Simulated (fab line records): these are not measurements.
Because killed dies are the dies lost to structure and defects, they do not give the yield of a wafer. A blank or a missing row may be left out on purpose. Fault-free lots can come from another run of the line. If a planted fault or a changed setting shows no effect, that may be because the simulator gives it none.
Chamber matching	flow n5Finfet	4 sister chambers for N5_SDB_ALD_29 on aldSin-02
The step deposits SiNx, target thk 30 nm, pulse time 1 s, ald cycles 600. 16 wafers are shown with their chamber, then 8 later ones without.

WAFERS WITH THEIR CHAMBER
wafer	chamber	heaterPowerW (W)	precursorPulseHeightRel
L075.3	1	665	0.980
L075.4	0	858	0.989
L075.6	1	659	0.990
L077.1	1	685	1.017
L077.2	2	863	1.024
L077.3	3	939	0.997
L084.1	3	872	0.966
L084.3	2	845	1.003
L084.5	1	688	0.989
L085.1	0	927	1.001
L085.3	1	672	1.031
L085.4	3	872	1.015
L086.2	0	906	0.998
L086.4	3	871	0.996
L086.5	0	881	1.028
L087.1	0	895	1.016

SIGNATURES (means of the wafers above)
reading	chamber 0	chamber 1	chamber 2	chamber 3	scatter within a chamber
heaterPowerW	893.40	673.80	854.00	888.50	24
precursorPulseHeightRel	1.00640	1.00140	1.01350	0.99350	0.0189
Rule: a wafer lies at a distance from a chamber equal to the root of the sum of squares, over the readings, of (its reading less the chamber's mean, divided by the reading's scatter). The wafer belongs to the nearest chamber; if the next one is less than 2 further off, it can't be placed. The scatter is the square root of a quotient: the sum, over the shown wafers, of each reading's squared deviation from its chamber's mean, divided by wafers minus chambers.

WAFERS WHOSE CHAMBER IS MISSING
wafer	heaterPowerW (W)	precursorPulseHeightRel
L087.4	872	1.024
L087.5	892	1.026
L093.1	884	1.011
L093.2	669	1.008
L093.6	673	1.013
L097.2	852	1.015
L097.3	665	1.013
L097.5	860	0.997

CHAMBER TAKEN BY EACH
wafer	from the rows above	in truth
L087.4	can't be placed: 2 or 0 or 3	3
L087.5	can't be placed: 0 or 2 or 3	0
L093.1	can't be placed: 0 or 3 or 2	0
L093.2	1	1
L093.6	1	1
L097.2	can't be placed: 2 or 0 or 3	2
L097.3	1	1
L097.5	can't be placed: 2 or 3 or 0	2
Placed correctly: 3 of 8. From these rows, 5 cannot be placed; in 5 the true chamber is one of the candidates. Wrongly placed: 0.
